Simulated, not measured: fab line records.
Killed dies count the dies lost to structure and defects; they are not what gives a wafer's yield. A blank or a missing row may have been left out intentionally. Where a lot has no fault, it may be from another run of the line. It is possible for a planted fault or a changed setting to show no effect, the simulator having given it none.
fab line records / flow nand_harc / part 2 of 2: steps 16 to 29 of 29
[record] lots = 5 wafers = 15 last_day = 23
route steps=1159 shown A_STAIRCASE@582
lots with no fault: from the same line, run without faults
start_h: hours from the record's first day to the start of the lot's first wafer shown / wait_h: how many hours have passed since the lot's step before this one / " the same as in the row above / L1.1+2: a single row standing in for several wafers / - no value, or no start given / * or withheld: withheld / < > ~ a bound
route shown NAME@n: NAME is a module with steps in the file, n the number in the route of the first one / usual: mean/standard deviation of fault-free wafers / same: alike in all rows / chamber/n: place in a boat / sites: each site's reading / _std_site: standard deviation across them / _edge_site: outer sites' mean less inner sites' / radius_mm: for every site, how far away it sits from the centre of the wafer / mask NAME#n: copy n / behind: the last tool/chamber to shape the wafer / hold: why the lot went on hold/how many hours it stayed there/how the hold came to an end / device: names the non-switching transistor (n, p or np) / end of line: the route-end tests of the same wafers / a step with no rows: only its recipe / killed: dies that structure and defects cost at the first sort, which is not the same as the wafer's yield / map: the dies of a wafer, with x for killed, . for not killed, _ for no die there
set.NAME: the run value of the setting; set.NAME@STEP: its run value at that earlier step / model.NAME: the simulator's own value behind a step, which no gauge read
lots at selected steps of the route; one table per step, one row per wafer
services: from which hour (start_h, from the record's first day; less than 0 if before it) a tool's chamber was out of use, for how many hours, and why
[[steps]]
[step NHARC_A_STAIRCASE_STRIP_205]
[recipe] power_w = 1500 temp_c = 250 chemistry = O2
[usual] drypump_motor_current_A = 6.0/0.39 heater_power_w = 321/23
lot.wafer=L076.3 tool=plasma_asher-01 chamber=0 start_h=250.41 wait_h=0.2 drypump_motor_current_A=6.5 heater_power_w=291 rf_hours_counter_h=-
lot.wafer=L076.6 tool=plasma_asher-01 chamber=0 start_h=250.41 wait_h=0.2 drypump_motor_current_A=6.5 heater_power_w=302 rf_hours_counter_h=-
lot.wafer=L076.5 tool=plasma_asher-01 chamber=1 start_h=250.41 wait_h=0.2 drypump_motor_current_A=5.9 heater_power_w=335 rf_hours_counter_h=-
lot.wafer=L081.1 tool=plasma_asher-02 chamber=0 start_h=283.39 wait_h=0.6 drypump_motor_current_A=5.4 heater_power_w=349 rf_hours_counter_h=32
lot.wafer=L081.4 tool=plasma_asher-02 chamber=0 start_h=283.39 wait_h=0.6 drypump_motor_current_A=5.4 heater_power_w=355 rf_hours_counter_h=-
lot.wafer=L081.6 tool=plasma_asher-02 chamber=1 start_h=283.39 wait_h=0.6 drypump_motor_current_A=6.1 heater_power_w=295 rf_hours_counter_h=-
lot.wafer=L094.2 tool=plasma_asher-01 chamber=0 start_h=347.63 wait_h=0.3 drypump_motor_current_A=6.5 heater_power_w=295 rf_hours_counter_h=19
lot.wafer=L094.3 tool=plasma_asher-01 chamber=1 start_h=347.63 wait_h=0.3 drypump_motor_current_A=5.8 heater_power_w=336 rf_hours_counter_h=-
lot.wafer=L094.5 tool=plasma_asher-01 chamber=0 start_h=347.63 wait_h=0.3 drypump_motor_current_A=6.5 heater_power_w=298 rf_hours_counter_h=-
lot.wafer=L093.2 tool=plasma_asher-01 chamber=1 start_h=347.91 wait_h=0.3 drypump_motor_current_A=5.9 heater_power_w=332 rf_hours_counter_h=19
lot.wafer=L093.3 tool=plasma_asher-01 chamber=1 start_h=347.91 wait_h=0.3 drypump_motor_current_A=5.8 heater_power_w=331 rf_hours_counter_h=-
lot.wafer=L093.4 tool=plasma_asher-01 chamber=0 start_h=347.91 wait_h=0.3 drypump_motor_current_A=6.5 heater_power_w=306 rf_hours_counter_h=-
lot.wafer=L092.3 tool=plasma_asher-01 chamber=1 start_h=351.69 wait_h=0.2 drypump_motor_current_A=5.9 heater_power_w=335 rf_hours_counter_h=-
lot.wafer=L092.5 tool=plasma_asher-01 chamber=1 start_h=351.69 wait_h=0.2 drypump_motor_current_A=5.8 heater_power_w=332 rf_hours_counter_h=-
lot.wafer=L092.6 tool=plasma_asher-01 chamber=0 start_h=351.69 wait_h=0.2 drypump_motor_current_A=6.5 heater_power_w=303 rf_hours_counter_h=-
[step NHARC_A_STAIRCASE_STRIP_206]
[recipe] time_s = 900 temp_c = 130 chemistry = SPM
lot.wafer=L076.5+6+3 tool=wet_bench-04 chamber=4,5,1 start_h=250.67 wait_h=0.1
lot.wafer=L081.1+6+4 tool=wet_bench-01 chamber=6,0,1 start_h=283.69 wait_h=0.3
lot.wafer=L094.5+2+3 tool=wet_bench-04 chamber=4,5,7 start_h=347.99 wait_h=0.1
lot.wafer=L093.2+4+3 tool=wet_bench-05 chamber=4,5,7 start_h=348.25 wait_h=0.3
lot.wafer=L092.3+6+5 tool=wet_bench-01 chamber=4,7,0 start_h=351.96 wait_h=0.2
[step NHARC_A_STAIRCASE_PRECLEAN_207]
[recipe] time_s = * temp_c = 50 bath_age_min = 0 chemistry = SC1
[usual] diw_flow_mL_min = 1415/4.7
lot.wafer=L076.5 tool=wet_bench-04 chamber=4 start_h=- wait_h=- diw_flow_mL_min=1412
lot.wafer=L076.6 tool=wet_bench-04 chamber=5 start_h=- wait_h=- diw_flow_mL_min=1419
lot.wafer=L076.3 tool=wet_bench-04 chamber=1 start_h=- wait_h=- diw_flow_mL_min=1418
lot.wafer=L081.1 tool=wet_bench-01 chamber=6 start_h=- wait_h=- diw_flow_mL_min=1408
lot.wafer=L081.6 tool=wet_bench-01 chamber=0 start_h=- wait_h=- diw_flow_mL_min=1418
lot.wafer=L081.4 tool=wet_bench-01 chamber=1 start_h=- wait_h=- diw_flow_mL_min=1416
lot.wafer=L094.5 tool=wet_bench-04 chamber=4 start_h=- wait_h=- diw_flow_mL_min=1412
lot.wafer=L094.2 tool=wet_bench-04 chamber=5 start_h=- wait_h=- diw_flow_mL_min=1422
lot.wafer=L094.3 tool=wet_bench-04 chamber=7 start_h=- wait_h=- diw_flow_mL_min=1413
lot.wafer=L093.2 tool=wet_bench-05 chamber=4 start_h=- wait_h=- diw_flow_mL_min=1408
lot.wafer=L093.4 tool=wet_bench-05 chamber=5 start_h=- wait_h=- diw_flow_mL_min=1411
lot.wafer=L093.3 tool=wet_bench-05 chamber=7 start_h=- wait_h=- diw_flow_mL_min=1418
lot.wafer=L092.3 tool=wet_bench-01 chamber=4 start_h=- wait_h=- diw_flow_mL_min=1413
lot.wafer=L092.6 tool=wet_bench-01 chamber=7 start_h=- wait_h=- diw_flow_mL_min=1416
lot.wafer=L092.5 tool=wet_bench-01 chamber=0 start_h=- wait_h=- diw_flow_mL_min=1413
[step NHARC_A_STAIRCASE_SRD_208]
lot.wafer=L076.5+6+3 tool=wet_bench-04 chamber=4,5,1 start_h=- wait_h=-
lot.wafer=L081.1+6+4 tool=wet_bench-01 chamber=6,0,1 start_h=- wait_h=-
lot.wafer=L094.5+2+3 tool=wet_bench-04 chamber=4,5,7 start_h=- wait_h=-
lot.wafer=L093.2+4+3 tool=wet_bench-05 chamber=4,5,7 start_h=- wait_h=-
lot.wafer=L092.3+6+5 tool=wet_bench-01 chamber=4,7,0 start_h=- wait_h=-
[step NHARC_A_STAIRCASE_DEHYDRATE_209]
[recipe] temp_c = 150 time_s = 120
lot.wafer=L076.3+5+6 tool=litho_track-07 chamber=0 start_h=251.12 wait_h=-
lot.wafer=L081.1+4+6 tool=litho_track-03 chamber=0 start_h=284.15 wait_h=-
lot.wafer=L094.2+3+5 tool=litho_track-02 chamber=0 start_h=348.43 wait_h=-
lot.wafer=L093.2+3+4 tool=litho_track-03 chamber=0 start_h=348.71 wait_h=-
lot.wafer=L092.3+5+6 tool=litho_track-07 chamber=0 start_h=352.41 wait_h=-
[step NHARC_A_STAIRCASE_HMDS_210]
[recipe] time_s = 30
lot.wafer=L076.3+5+6 tool=litho_track-07 chamber=0 start_h=- wait_h=-
lot.wafer=L081.1+4+6 tool=litho_track-03 chamber=0 start_h=- wait_h=-
lot.wafer=L094.2+3+5 tool=litho_track-02 chamber=0 start_h=- wait_h=-
lot.wafer=L093.2+3+4 tool=litho_track-03 chamber=0 start_h=- wait_h=-
lot.wafer=L092.3+5+6 tool=litho_track-07 chamber=0 start_h=- wait_h=-
[step NHARC_A_STAIRCASE_COAT_211]
[recipe] spin_rpm = 1200
lot.wafer=L076.3+5+6 tool=litho_track-07 chamber=0 start_h=- wait_h=-
lot.wafer=L081.1+4+6 tool=litho_track-03 chamber=0 start_h=- wait_h=-
lot.wafer=L094.2+3+5 tool=litho_track-02 chamber=0 start_h=- wait_h=-
lot.wafer=L093.2+3+4 tool=litho_track-03 chamber=0 start_h=- wait_h=-
lot.wafer=L092.3+5+6 tool=litho_track-07 chamber=0 start_h=- wait_h=-
[step NHARC_A_STAIRCASE_SOFTBAKE_212]
[recipe] temp_c = 135 time_s = 170
lot.wafer=L076.3+5+6 tool=litho_track-07 chamber=0 start_h=- wait_h=-
lot.wafer=L081.1+4+6 tool=litho_track-03 chamber=0 start_h=- wait_h=-
lot.wafer=L094.2+3+5 tool=litho_track-02 chamber=0 start_h=- wait_h=-
lot.wafer=L093.2+3+4 tool=litho_track-03 chamber=0 start_h=- wait_h=-
lot.wafer=L092.3+5+6 tool=litho_track-07 chamber=0 start_h=- wait_h=-
[step NHARC_A_STAIRCASE_EBR_213]
lot.wafer=L076.3+5+6 tool=litho_track-07 chamber=0 start_h=- wait_h=-
lot.wafer=L081.1+4+6 tool=litho_track-03 chamber=0 start_h=- wait_h=-
lot.wafer=L094.2+3+5 tool=litho_track-02 chamber=0 start_h=- wait_h=-
lot.wafer=L093.2+3+4 tool=litho_track-03 chamber=0 start_h=- wait_h=-
lot.wafer=L092.3+5+6 tool=litho_track-07 chamber=0 start_h=- wait_h=-
[step NHARC_A_STAIRCASE_EXPOSE_214]
[recipe] na = 0.5 dose_mj = 31.26 mask_id = STAIR_3
lot.wafer=L076.3+5+6 tool=krf_scanner-03 chamber=0 start_h=251.46 wait_h=- mask=STAIR_3#0
lot.wafer=L081.1+4+6 tool=krf_scanner-02 chamber=0 start_h=284.48 wait_h=- mask=STAIR_3#0
lot.wafer=L094.2+3+5 tool=krf_scanner-01 chamber=0 start_h=348.64 wait_h=- mask=STAIR_3#0
lot.wafer=L093.2+3+4 tool=krf_scanner-03 chamber=0 start_h=349.05 wait_h=- mask=STAIR_3#0
lot.wafer=L092.3+5+6 tool=krf_scanner-02 chamber=0 start_h=352.76 wait_h=- mask=STAIR_3#0
[step NHARC_A_STAIRCASE_PEB_215]
[recipe] peb_temp_c = 115 peb_time_s = 130
lot.wafer=L076.3+5+6 tool=litho_track-03 chamber=0 start_h=251.52 wait_h=0.1
lot.wafer=L081.1+4+6 tool=litho_track-07 chamber=0 start_h=284.55 wait_h=0.1
lot.wafer=L094.2+3+5 tool=litho_track-02 chamber=0 start_h=348.71 wait_h=0.1
lot.wafer=L093.2+3+4 tool=litho_track-07 chamber=0 start_h=349.12 wait_h=0.1
lot.wafer=L092.3+5+6 tool=litho_track-02 chamber=0 start_h=352.82 wait_h=0.1
[step NHARC_A_STAIRCASE_DEVELOP_216]
[recipe] time_s = 140
lot.wafer=L076.3+5+6 tool=litho_track-03 chamber=0 start_h=- wait_h=-
lot.wafer=L081.1+4+6 tool=litho_track-07 chamber=0 start_h=- wait_h=-
lot.wafer=L094.2+3+5 tool=litho_track-02 chamber=0 start_h=- wait_h=-
lot.wafer=L093.2+3+4 tool=litho_track-07 chamber=0 start_h=- wait_h=-
lot.wafer=L092.3+5+6 tool=litho_track-02 chamber=0 start_h=- wait_h=-
[step NHARC_A_STAIRCASE_HARDBAKE_218]
[recipe] temp_c = 120 time_s = 140
lot.wafer=L076.3+5+6 tool=litho_track-03 chamber=0 start_h=251.75 wait_h=-
lot.wafer=L081.1+4+6 tool=litho_track-03 chamber=0 start_h=284.77 wait_h=-
lot.wafer=L094.2+3+5 tool=litho_track-02 chamber=0 start_h=348.93 wait_h=-
lot.wafer=L093.2+3+4 tool=litho_track-07 chamber=0 start_h=349.34 wait_h=-
lot.wafer=L092.3+5+6 tool=litho_track-02 chamber=0 start_h=353.05 wait_h=-
[step NHARC_A_STAIRCASE_DESCUM_219]
[recipe] time_s = 3 o2_flow_sccm = 200 ar_flow_sccm = 0 bias_power_w = 0 chemistry = O2
[usual] drypump_motor_current_A = 5.69/0.29 oes_product_au = 0.997/0.012 rf_vpp_V = 57.7/0.86 showerhead_plenum_p_Torr = 1.90/0.091 throttle_valve_pct = 11.312/0.01
lot.wafer=L076.3 tool=rie_diel-04 chamber=3 start_h=251.86 wait_h=- drypump_motor_current_A=5.22 oes_product_au=0.983 rf_hours_counter_h=48 rf_vpp_V=58.3 showerhead_plenum_p_Torr=1.84 throttle_valve_pct=11.314
lot.wafer=L076.5 tool=rie_diel-04 chamber=2 start_h=251.86 wait_h=- drypump_motor_current_A=5.53 oes_product_au=0.992 rf_hours_counter_h=- rf_vpp_V=57.0 showerhead_plenum_p_Torr=1.88 throttle_valve_pct=11.302
lot.wafer=L076.6 tool=rie_diel-04 chamber=3 start_h=251.86 wait_h=- drypump_motor_current_A=5.21 oes_product_au=0.999 rf_hours_counter_h=- rf_vpp_V=58.6 showerhead_plenum_p_Torr=1.84 throttle_valve_pct=11.294
lot.wafer=L081.4 tool=rie_diel-06 chamber=3 start_h=285.78 wait_h=- drypump_motor_current_A=5.75 oes_product_au=0.984 rf_hours_counter_h=12 rf_vpp_V=59.0 showerhead_plenum_p_Torr=2.01 throttle_valve_pct=11.316
lot.wafer=L081.1 tool=rie_diel-06 chamber=0 start_h=285.78 wait_h=- drypump_motor_current_A=5.42 oes_product_au=0.999 rf_hours_counter_h=13 rf_vpp_V=57.1 showerhead_plenum_p_Torr=1.78 throttle_valve_pct=11.303
lot.wafer=L081.6 tool=rie_diel-06 chamber=1 start_h=285.78 wait_h=- drypump_motor_current_A=6.06 oes_product_au=0.996 rf_hours_counter_h=- rf_vpp_V=57.1 showerhead_plenum_p_Torr=1.92 throttle_valve_pct=11.308
lot.wafer=L094.3 tool=rie_diel-06 chamber=0 start_h=349.04 wait_h=- drypump_motor_current_A=5.45 oes_product_au=1.005 rf_hours_counter_h=37 rf_vpp_V=55.9 showerhead_plenum_p_Torr=1.77 throttle_valve_pct=11.319
lot.wafer=L094.2 tool=rie_diel-06 chamber=1 start_h=349.04 wait_h=- drypump_motor_current_A=6.09 oes_product_au=0.986 rf_hours_counter_h=38 rf_vpp_V=58.4 showerhead_plenum_p_Torr=1.91 throttle_valve_pct=11.329
lot.wafer=L094.5 tool=rie_diel-06 chamber=3 start_h=349.04 wait_h=- drypump_motor_current_A=5.76 oes_product_au=0.980 rf_hours_counter_h=- rf_vpp_V=57.6 showerhead_plenum_p_Torr=2.00 throttle_valve_pct=11.306
lot.wafer=L093.4 tool=rie_diel-06 chamber=0 start_h=349.43 wait_h=- drypump_motor_current_A=5.37 oes_product_au=1.001 rf_hours_counter_h=38 rf_vpp_V=58.2 showerhead_plenum_p_Torr=1.77 throttle_valve_pct=11.323
lot.wafer=L093.2 tool=rie_diel-06 chamber=2 start_h=349.43 wait_h=- drypump_motor_current_A=6.05 oes_product_au=0.978 rf_hours_counter_h=36 rf_vpp_V=56.8 showerhead_plenum_p_Torr=1.83 throttle_valve_pct=11.312
lot.wafer=L093.3 tool=rie_diel-06 chamber=3 start_h=349.43 wait_h=- drypump_motor_current_A=5.74 oes_product_au=0.980 rf_hours_counter_h=36 rf_vpp_V=58.8 showerhead_plenum_p_Torr=2.00 throttle_valve_pct=11.311
lot.wafer=L092.3 tool=rie_diel-04 chamber=1 start_h=353.13 wait_h=- drypump_motor_current_A=5.76 oes_product_au=1.002 rf_hours_counter_h=22 rf_vpp_V=57.6 showerhead_plenum_p_Torr=2.05 throttle_valve_pct=11.298
lot.wafer=L092.5 tool=rie_diel-04 chamber=1 start_h=353.13 wait_h=- drypump_motor_current_A=5.79 oes_product_au=1.012 rf_hours_counter_h=- rf_vpp_V=59.0 showerhead_plenum_p_Torr=2.05 throttle_valve_pct=11.312
lot.wafer=L092.6 tool=rie_diel-04 chamber=2 start_h=353.13 wait_h=- drypump_motor_current_A=5.53 oes_product_au=0.990 rf_hours_counter_h=- rf_vpp_V=56.9 showerhead_plenum_p_Torr=1.87 throttle_valve_pct=11.313
[[services]]
tool=rie_diel-06 chamber=2 start_h=232.62 hours=2.7 kind=repair
tool=rie_diel-06 chamber=- start_h=241.21 hours=9.0 kind=pm
tool=rie_diel-04 chamber=0 start_h=243.70 hours=- kind=clean
tool=rie_diel-04 chamber=1 start_h=243.70 hours=- kind=clean
tool=rie_diel-04 chamber=2 start_h=243.70 hours=- kind=clean
tool=rie_diel-04 chamber=3 start_h=243.70 hours=- kind=clean
tool=krf_scanner-01 chamber=- start_h=256.00 hours=4.0 kind=pm
tool=rie_diel-04 chamber=0 start_h=268.20 hours=- kind=clean
tool=rie_diel-04 chamber=1 start_h=268.20 hours=- kind=clean
tool=krf_scanner-01 chamber=- start_h=274.97 hours=0.2 kind=repair
tool=plasma_asher-01 chamber=- start_h=276.39 hours=9.0 kind=pm
tool=rie_diel-05 chamber=3 start_h=286.36 hours=12.1 kind=repair
tool=krf_scanner-01 chamber=- start_h=287.15 hours=3.5 kind=repair
tool=rie_diel-04 chamber=- start_h=288.99 hours=9.0 kind=pm
tool=krf_scanner-02 chamber=- start_h=290.66 hours=35.6 kind=repair
tool=wet_bench-04 chamber=- start_h=307.33 hours=2.0 kind=repair
tool=krf_scanner-01 chamber=- start_h=313.60 hours=19.6 kind=repair
tool=plasma_asher-01 chamber=- start_h=324.53 hours=5.4 kind=repair
tool=wet_bench-04 chamber=- start_h=339.20 hours=8.0 kind=pm
tool=litho_track-02 chamber=- start_h=340.00 hours=7.0 kind=pm
tool=krf_scanner-03 chamber=- start_h=340.03 hours=4.0 kind=pm
tool=plasma_asher-02 chamber=- start_h=342.83 hours=9.1 kind=repair
tool=rie_diel-05 chamber=- start_h=348.55 hours=9.0 kind=pm
tool=wet_bench-04 chamber=- start_h=350.28 hours=26.1 kind=repair
